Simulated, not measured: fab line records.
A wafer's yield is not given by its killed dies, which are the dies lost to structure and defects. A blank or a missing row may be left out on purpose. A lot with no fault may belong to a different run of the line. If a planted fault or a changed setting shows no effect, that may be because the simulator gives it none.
Matching of chambers	flow nand harc	4 sister chambers for NHARC_A_CONTACT_ALD_18 on ald metal-02
The step deposits TiN, target thk 3 nm, pulse time 1 s, ald cycles 150. 20 wafers are shown with their chamber, then 10 later ones without.

## WAFERS WITH THEIR CHAMBER
wafer	chamber	heater power w (W)	precursor pulse height rel
L077.1	0	1148	0.993
L077.3	1	1219	1.024
L077.6	1	1245	0.996
L077.2	3	1011	1.004
L077.4	2	1155	1.034
L077.5	0	1130	1.044
L076.1	0	1145	1.020
L076.4	3	991	0.986
L076.6	0	1135	1.018
L082.1	0	1154	1.031
L082.3	2	1125	1.003
L082.5	2	1188	0.984
L084.2	1	1239	1.030
L084.3	0	1139	1.011
L084.4	2	1154	1.017
L086.3	2	1135	1.008
L086.4	3	1025	0.978
L086.6	1	1241	0.988
L089.3	1	1230	1.007
L089.5	0	1150	1.029

SIGNATURES, as means of the wafers listed above
reading	chamber 0	chamber 1	chamber 2	chamber 3	scatter within a chamber
heater power w	1143.00	1234.80	1151.40	1009.00	15.4
precursor pulse height rel	1.02086	1.00900	1.00920	0.98933	0.0169
Rule: a wafer lies at a distance from a chamber equal to the root of the sum of squares, over the readings, of (its reading less the chamber's mean, divided by the reading's scatter). If the next closest chamber is less than 2 further off than the closest, the wafer can't be placed; otherwise it belongs to the closest. The scatter: take each reading less its chamber's mean, square it, sum over the shown wafers, divide by the number of wafers less the number of chambers, and take the root.

## WAFERS WHOSE CHAMBER IS MISSING
wafer	heater power w (W)	precursor pulse height rel
L089.6	1017	1.018
L091.2	987	0.971
L091.3	1131	1.020
L091.4	1153	1.031
L090.2	1176	0.975
L090.5	1266	0.972
L090.6	1187	1.028
L094.2	1156	1.023
L094.3	1152	0.964
L094.5	1172	0.997

## WHICH CHAMBER EACH WENT THROUGH
wafer	from the rows above	in truth
L089.6	3	3
L091.2	3	3
L091.3	can't be placed: 0 or 2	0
L091.4	can't be placed: 0 or 2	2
L090.2	can't be placed: 2 or 0 or 1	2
L090.5	1	1
L090.6	can't be placed: 2 or 0 or 1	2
L094.2	can't be placed: 0 or 2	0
L094.3	can't be placed: 2 or 0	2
L094.5	can't be placed: 2 or 0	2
Placed correctly: 3 of 10. From these rows, 7 cannot be placed; in 7 the true chamber is one of the candidates. Wrongly placed: 0.
